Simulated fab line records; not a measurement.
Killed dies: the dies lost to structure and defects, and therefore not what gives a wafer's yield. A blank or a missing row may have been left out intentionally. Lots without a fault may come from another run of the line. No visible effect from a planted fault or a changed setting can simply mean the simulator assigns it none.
Which tool was responsible? :: flow n5-finfet :: 25 wafers from 10 lots sampled at 6 of the route's 1938 steps

== WHAT EACH GAUGE READ, for each wafer ==
N5_BEOL_M0_SAQP_OVL_MEAS_15. Usual: M0_CORE_OVL typically reads 0.2 nm, with standard deviation 0.74.
lot: L154
measured: day 6 03:39
on: overlay-01
M0_CORE_OVL (nm): -0.8 0.4 0.8
flag: 

lot: L157
measured: day 7 02:31
on: overlay-01
M0_CORE_OVL (nm): -0.3 -0.1
flag: 

lot: L159
measured: day 7 10:02
on: overlay-01
M0_CORE_OVL (nm): 0.4 1.7
flag: 

lot: L162
measured: day 8 03:59
on: overlay-02
M0_CORE_OVL (nm): -0.1 -0.1
flag: 

lot: L164
measured: day 8 18:59
on: overlay-01
M0_CORE_OVL (nm): 0.7 1.3
flag: 

lot: L166
measured: day 9 07:53
on: overlay-02
M0_CORE_OVL (nm): 0.7 -0.3 0.9
flag: 

lot: L167
measured: day 9 13:38
on: overlay-02
M0_CORE_OVL (nm): -0.9 0.4 -1.5
flag: 

lot: L168
measured: day 9 16:52
on: overlay-01
M0_CORE_OVL (nm): -0.3 1.0 0.0
flag: 

lot: L170
measured: day 10 02:26
on: overlay-02
M0_CORE_OVL (nm): -0.7 -0.5 -0.3
flag: 

lot: L174
measured: day 11 06:50
on: overlay-02
M0_CORE_OVL (nm): 0.0 -0.7
flag: 

N5_BEOL_M0_SAQP_CD_MEAS_25: target cd 13.1 nm. Usual: cd-nm 12.81 nm, standard deviation 0.24.
lot: L154
measured: day 6 05:16
on: cd-sem-01
cd-nm (nm): 12.93 12.48 12.75
flag: 

lot: L157
measured: day 7 04:56
on: cd-sem-01
cd-nm (nm): 12.50 12.92
flag: 

lot: L159
measured: day 7 11:44
on: cd-sem-03
cd-nm (nm): 13.00 12.59
flag: 

lot: L162
measured: day 8 05:37
on: cd-sem-02
cd-nm (nm): 13.07 12.74
flag: 

lot: L164
measured: day 8 20:36
on: cd-sem-03
cd-nm (nm): 12.77 12.97
flag: 

lot: L166
measured: day 9 09:40
on: cd-sem-03
cd-nm (nm): 12.66 13.12 12.99
flag: 

lot: L167
measured: day 9 15:56
on: cd-sem-01
cd-nm (nm): 12.87 12.69 13.01
flag: 

lot: L168
measured: day 9 18:29
on: cd-sem-01
cd-nm (nm): 18.88 18.84 18.95
flag: OFF

lot: L170
measured: day 10 04:19
on: cd-sem-03
cd-nm (nm): 18.93 18.38 18.77
flag: OFF

lot: L174
measured: day 11 08:28
on: cd-sem-03
cd-nm (nm): 12.59 12.76
flag: 

N5_BEOL_M4_RC_MEAS_101. Usual: DIBL_N 35.8 mV/V, standard deviation 1.5; DIBL_P 35.9 mV/V, standard deviation 1.8; IOFF_N 0.152 nA/um, standard deviation 0.025; IOFF_P 0.21 nA/um, standard deviation 0.031; ION_N 672 uA/um, standard deviation 11; ION_P 462 uA/um, standard deviation 7.4; SS_N 71.5 mV/dec, standard deviation 0.52; SS_P 73.2 mV/dec, standard deviation 0.54; VT_N 250 mV, standard deviation 3; VT_P -250 mV, standard deviation 3.3.
lot: L154
measured: day 8 10:41
on: prober-01
DIBL_N (mV/V): 34.4 37.0 36.8
DIBL_P (mV/V): 31.2 34.5 34.3
IOFF_N (nA/um): 0.096 0.137 0.137
IOFF_P (nA/um): 0.13 0.18 0.18
ION_N (uA/um): 655 672 669
ION_P (uA/um): 449 458 458
SS_N (mV/dec): 70.5 71.1 71.2
SS_P (mV/dec): 72.3 73.2 73.1
VT_N (mV): 261 253 251
VT_P (mV): -260 -254 -255
flag: 

lot: L157
measured: day 10 03:01
on: prober-02
DIBL_N (mV/V): 36.8 37.5
DIBL_P (mV/V): 38.6 38.5
IOFF_N (nA/um): 0.155 0.170
IOFF_P (nA/um): 0.19 0.20
ION_N (uA/um): 678 676
ION_P (uA/um): 459 463
SS_N (mV/dec): 71.0 70.9
SS_P (mV/dec): 73.4 73.9
VT_N (mV): 252 251
VT_P (mV): -252 -254
flag: 

lot: L159
measured: day 9 23:46
on: prober-02
DIBL_N (mV/V): 34.6 36.3
DIBL_P (mV/V): 34.5 36.1
IOFF_N (nA/um): 0.115 0.146
IOFF_P (nA/um): 0.15 0.18
ION_N (uA/um): 652 669
ION_P (uA/um): 449 463
SS_N (mV/dec): 71.6 71.1
SS_P (mV/dec): 72.3 72.7
VT_N (mV): 256 252
VT_P (mV): -255 -253
flag: 

lot: L162
measured: day 11 00:23
on: prober-02
DIBL_N (mV/V): 36.5 35.9
DIBL_P (mV/V): 35.2 34.6
IOFF_N (nA/um): 0.167 0.151
IOFF_P (nA/um): 0.21 0.20
ION_N (uA/um): 681 670
ION_P (uA/um): 466 462
SS_N (mV/dec): 72.1 70.9
SS_P (mV/dec): 72.9 73.4
VT_N (mV): 251 250
VT_P (mV): -246 -248
flag: 

lot: L164
measured: day 11 04:14
on: prober-02
DIBL_N (mV/V): 34.0 33.8
DIBL_P (mV/V): 33.2 33.3
IOFF_N (nA/um): 0.117 0.122
IOFF_P (nA/um): 0.17 0.18
ION_N (uA/um): 659 655
ION_P (uA/um): 461 455
SS_N (mV/dec): 71.1 70.5
SS_P (mV/dec): 73.0 72.8
VT_N (mV): 251 252
VT_P (mV): -252 -252
flag: 

lot: L166
measured: day 11 21:38
on: prober-02
DIBL_N (mV/V): 35.2 38.9 35.4
DIBL_P (mV/V): 36.2 40.1 35.7
IOFF_N (nA/um): 0.142 0.205 0.134
IOFF_P (nA/um): 0.20 0.27 0.20
ION_N (uA/um): 675 687 658
ION_P (uA/um): 461 475 456
SS_N (mV/dec): 71.5 72.3 71.5
SS_P (mV/dec): 73.4 74.0 72.7
VT_N (mV): 250 245 250
VT_P (mV): -252 -247 -251
flag: 

lot: L167
measured: day 11 23:43
on: prober-01
DIBL_N (mV/V): 37.7 36.0 36.5
DIBL_P (mV/V): 38.6 35.8 38.0
IOFF_N (nA/um): 0.218 0.172 0.196
IOFF_P (nA/um): 0.29 0.23 0.28
ION_N (uA/um): 700 676 706
ION_P (uA/um): 484 465 489
SS_N (mV/dec): 72.0 71.6 72.4
SS_P (mV/dec): 74.3 72.8 73.7
VT_N (mV): 244 245 245
VT_P (mV): -243 -248 -243
flag: 

lot: L174
measured: day 14 09:00
on: prober-02
DIBL_N (mV/V): 35.6 35.0
DIBL_P (mV/V): 35.7 34.9
IOFF_N (nA/um): 0.151 0.137
IOFF_P (nA/um): 0.21 0.19
ION_N (uA/um): 666 675
ION_P (uA/um): 465 472
SS_N (mV/dec): 71.9 71.3
SS_P (mV/dec): 73.4 72.8
VT_N (mV): 251 256
VT_P (mV): -251 -253
flag: 

== WHAT TOOL EACH LOT RAN ON (gives the tool, then ch and the chambers of the sampled wafers, and finally the start) ==
lot: L154
N5_BEOL_M0_SAQP_RECESS_114: vapor-etch-01 ch 0,1, day 6 04:13
N5_BEOL_M0_SAQP_SPACER1_ALD_98: ald-sin-01 ch 1,2, day 6 04:36
N5_BEOL_M0_SAQP_ETCH_101: rie-diel-05 ch 0,1, day 6 05:19

lot: L157
N5_BEOL_M0_SAQP_RECESS_114: vapor-etch-02 ch 0,1, day 7 03:45
N5_BEOL_M0_SAQP_SPACER1_ALD_98: ald-sin-01 ch 2,3, day 7 04:29
N5_BEOL_M0_SAQP_ETCH_101: rie-diel-06 ch 2,3, day 7 05:14

lot: L159
N5_BEOL_M0_SAQP_RECESS_114: vapor-etch-02 ch 0,1, day 7 10:37
N5_BEOL_M0_SAQP_SPACER1_ALD_98: ald-sin-02 ch 0,3, day 7 11:00
N5_BEOL_M0_SAQP_ETCH_101: rie-diel-06 ch 3, day 7 11:53

lot: L162
N5_BEOL_M0_SAQP_RECESS_114: vapor-etch-01 ch 1, day 8 04:40
N5_BEOL_M0_SAQP_SPACER1_ALD_98: ald-sin-04 ch 1,2, day 8 04:56
N5_BEOL_M0_SAQP_ETCH_101: rie-diel-06 ch 3, day 8 05:39

lot: L164
N5_BEOL_M0_SAQP_RECESS_114: vapor-etch-02 ch 1, day 8 19:32
N5_BEOL_M0_SAQP_SPACER1_ALD_98: ald-sin-04 ch 1,3, day 8 19:56
N5_BEOL_M0_SAQP_ETCH_101: rie-diel-06 ch 2,3, day 8 20:43

lot: L166
N5_BEOL_M0_SAQP_RECESS_114: vapor-etch-02 ch 0,1, day 9 08:27
N5_BEOL_M0_SAQP_SPACER1_ALD_98: ald-sin-04 ch 0,2,3, day 9 08:50
N5_BEOL_M0_SAQP_ETCH_101: rie-diel-06 ch 0,2,3, day 9 09:47

lot: L167
N5_BEOL_M0_SAQP_RECESS_114: vapor-etch-02 ch 0,1, day 9 14:28
N5_BEOL_M0_SAQP_SPACER1_ALD_98: ald-sin-04 ch 0,1,3, day 9 14:52
N5_BEOL_M0_SAQP_ETCH_101: rie-diel-05 ch 1,2,3, day 9 16:11

lot: L168
N5_BEOL_M0_SAQP_RECESS_114: vapor-etch-01 ch 0,1, day 9 17:26
N5_BEOL_M0_SAQP_SPACER1_ALD_98: ald-sin-04 ch 0,1, day 9 17:49
N5_BEOL_M0_SAQP_ETCH_101: rie-diel-01 ch 1,2,3, day 9 18:31

lot: L170
N5_BEOL_M0_SAQP_RECESS_114: vapor-etch-02 ch 0,1, day 10 03:14
N5_BEOL_M0_SAQP_SPACER1_ALD_98: ald-sin-04 ch 0,3, day 10 03:39
N5_BEOL_M0_SAQP_ETCH_101: rie-diel-01 ch 0,2,3, day 10 04:22

lot: L174
N5_BEOL_M0_SAQP_RECESS_114: vapor-etch-01 ch 0, day 11 07:25
N5_BEOL_M0_SAQP_SPACER1_ALD_98: ald-sin-01 ch 1,2, day 11 07:47
N5_BEOL_M0_SAQP_ETCH_101: rie-diel-05 ch 0,3, day 11 08:30
- N5_BEOL_M0_SAQP_RECESS_114: chemistry HF/NH3, target SiO2, target depth 14.4 nm, afs cycles 3, sublimation time 60 s.
- N5_BEOL_M0_SAQP_SPACER1_ALD_98: deposits SiO2, target thk 12.8 nm, pulse time 1 s, purge time 2 s.
- N5_BEOL_M0_SAQP_ETCH_101: etches SiNx in CH3F/O2, target depth 29.9 nm, time 42.7 s.

== WHAT THE TOOLS THEMSELVES READ (means of the sampled wafers that have a number; where no wafer has one, the mark that the record gives instead) ==
N5_BEOL_M0_SAQP_RECESS_114. Usual: drypump-motor-current-A 5.6 A, standard deviation 0.73.
lot: L154
tool: vapor-etch-01
drypump-motor-current-A (A): 5.9
flag: 

lot: L157
tool: vapor-etch-02
drypump-motor-current-A (A): 5.5
flag: 

lot: L159
tool: vapor-etch-02
drypump-motor-current-A (A): 5.6
flag: 

lot: L162
tool: vapor-etch-01
drypump-motor-current-A (A): 6.5
flag: 

lot: L164
tool: vapor-etch-02
drypump-motor-current-A (A): 6.3
flag: 

lot: L166
tool: vapor-etch-02
drypump-motor-current-A (A): 5.9
flag: 

lot: L167
tool: vapor-etch-02
drypump-motor-current-A (A): 5.3
flag: 

lot: L168
tool: vapor-etch-01
drypump-motor-current-A (A): 5.5
flag: 

lot: L170
tool: vapor-etch-02
drypump-motor-current-A (A): 5.3
flag: 

lot: L174
tool: vapor-etch-01
drypump-motor-current-A (A): 5.0
flag: 

N5_BEOL_M0_SAQP_SPACER1_ALD_98. Usual: heater-power-w 481 W, standard deviation 55; precursor-pulse-height-rel 1.001, standard deviation 0.02.
lot: L154
tool: ald-sin-01
heater-power-w (W): 538
precursor-pulse-height-rel: 0.986
flag: 

lot: L157
tool: ald-sin-01
heater-power-w (W): 535
precursor-pulse-height-rel: 1.002
flag: 

lot: L159
tool: ald-sin-02
heater-power-w (W): 425
precursor-pulse-height-rel: 1.002
flag: 

lot: L162
tool: ald-sin-04
heater-power-w (W): 478
precursor-pulse-height-rel: 0.998
flag: 

lot: L164
tool: ald-sin-04
heater-power-w (W): 428
precursor-pulse-height-rel: 0.994
flag: 

lot: L166
tool: ald-sin-04
heater-power-w (W): 481
precursor-pulse-height-rel: 0.991
flag: 

lot: L167
tool: ald-sin-04
heater-power-w (W): 459
precursor-pulse-height-rel: 1.012
flag: 

lot: L168
tool: ald-sin-04
heater-power-w (W): 488
precursor-pulse-height-rel: 1.010
flag: 

lot: L170
tool: ald-sin-04
heater-power-w (W): 458
precursor-pulse-height-rel: 0.999
flag: 

lot: L174
tool: ald-sin-01
heater-power-w (W): 558
precursor-pulse-height-rel: 0.975
flag: 

N5_BEOL_M0_SAQP_ETCH_101. Usual: drypump-motor-current-A 5.61 A, standard deviation 0.28; mfc-ar-sccm 150.0 sccm, standard deviation 0.41; oes-product-au 0.76 a.u., standard deviation 0.07; rf-vpp-V 298 V, standard deviation 4.5; showerhead-plenum-p-Torr 2.02 Torr, standard deviation 0.047; throttle-valve-pct 16.37 %, standard deviation 0.19.
lot: L154
tool: rie-diel-05
drypump-motor-current-A (A): 5.51
mfc-ar-sccm (sccm): 150.3
oes-product-au (a.u.): 0.82
rf-vpp-V (V): 303
showerhead-plenum-p-Torr (Torr): 2.04
throttle-valve-pct (%): 16.10
flag: 

lot: L157
tool: rie-diel-06
drypump-motor-current-A (A): 5.42
mfc-ar-sccm (sccm): 149.8
oes-product-au (a.u.): 0.78
rf-vpp-V (V): 292
showerhead-plenum-p-Torr (Torr): 1.97
throttle-valve-pct (%): 16.39
flag: 

lot: L159
tool: rie-diel-06
drypump-motor-current-A (A): 5.33
mfc-ar-sccm (sccm): 150.4
oes-product-au (a.u.): 0.85
rf-vpp-V (V): 292
showerhead-plenum-p-Torr (Torr): 1.95
throttle-valve-pct (%): 16.28
flag: 

lot: L162
tool: rie-diel-06
drypump-motor-current-A (A): 5.29
mfc-ar-sccm (sccm): 149.9
oes-product-au (a.u.): 0.84
rf-vpp-V (V): 292
showerhead-plenum-p-Torr (Torr): 1.94
throttle-valve-pct (%): 16.29
flag: 

lot: L164
tool: rie-diel-06
drypump-motor-current-A (A): 5.45
mfc-ar-sccm (sccm): 149.9
oes-product-au (a.u.): 0.77
rf-vpp-V (V): 292
showerhead-plenum-p-Torr (Torr): 1.96
throttle-valve-pct (%): 16.41
flag: 

lot: L166
tool: rie-diel-06
drypump-motor-current-A (A): 5.56
mfc-ar-sccm (sccm): 149.7
oes-product-au (a.u.): 0.75
rf-vpp-V (V): 292
showerhead-plenum-p-Torr (Torr): 2.00
throttle-valve-pct (%): 16.44
flag: 

lot: L167
tool: rie-diel-05
drypump-motor-current-A (A): 5.46
mfc-ar-sccm (sccm): 149.9
oes-product-au (a.u.): 0.78
rf-vpp-V (V): 301
showerhead-plenum-p-Torr (Torr): 2.00
throttle-valve-pct (%): 16.33
flag: 

lot: L168
tool: rie-diel-01
drypump-motor-current-A (A): 5.65
mfc-ar-sccm (sccm): 150.0
oes-product-au (a.u.): 0.70
rf-vpp-V (V): 300
showerhead-plenum-p-Torr (Torr): 2.03
throttle-valve-pct (%): 16.43
flag: 

lot: L170
tool: rie-diel-01
drypump-motor-current-A (A): 5.70
mfc-ar-sccm (sccm): 149.9
oes-product-au (a.u.): 0.75
rf-vpp-V (V): 297
showerhead-plenum-p-Torr (Torr): 2.02
throttle-valve-pct (%): 16.27
flag: 

lot: L174
tool: rie-diel-05
drypump-motor-current-A (A): 5.80
mfc-ar-sccm (sccm): 150.4
oes-product-au (a.u.): 0.71
rf-vpp-V (V): 298
showerhead-plenum-p-Torr (Torr): 2.03
throttle-valve-pct (%): 16.51
flag: 

== THE ANSWER, worked out from the rows above alone ==
Rule: a lot is off if the mean of its wafers that have a number lies more than 3 standard deviations from the usual mean. Also off: a lot with no number at a reading for which 4 or more lots have one. Any other lot the step has rows for is counted as sound. After the gauges, taken in route order, come the tools' own readings; for these a lot's mean is taken, as printed above. The first step at which some lot is off is used, and at that step the reading that is off furthest; a lot without a number counts as furthest.
Off, at N5_BEOL_M0_SAQP_CD_MEAS_25 on cd-nm: L168, L170.
A tool fits if, at a process step before that reading, it ran every lot that is off, and no sound lot after the first of them. Gauges at N5_BEOL_M0_SAQP_CD_MEAS_25: tried the same way as those tools. One fits: ald-sin-04 at N5_BEOL_M0_SAQP_SPACER1_ALD_98. Its last sound lot is L167 (day 9 14:52), its first lot that is off L168 (day 9 17:49): a fault that began between those two fits.

== WHAT WAS PUT IN BY THE SIMULATOR ==
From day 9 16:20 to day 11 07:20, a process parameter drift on ald-sin-04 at N5_BEOL_M0_SAQP_SPACER1_ALD_98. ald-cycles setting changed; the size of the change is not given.
Lots struck among those shown: L168, L170. Same finding as the rule above.
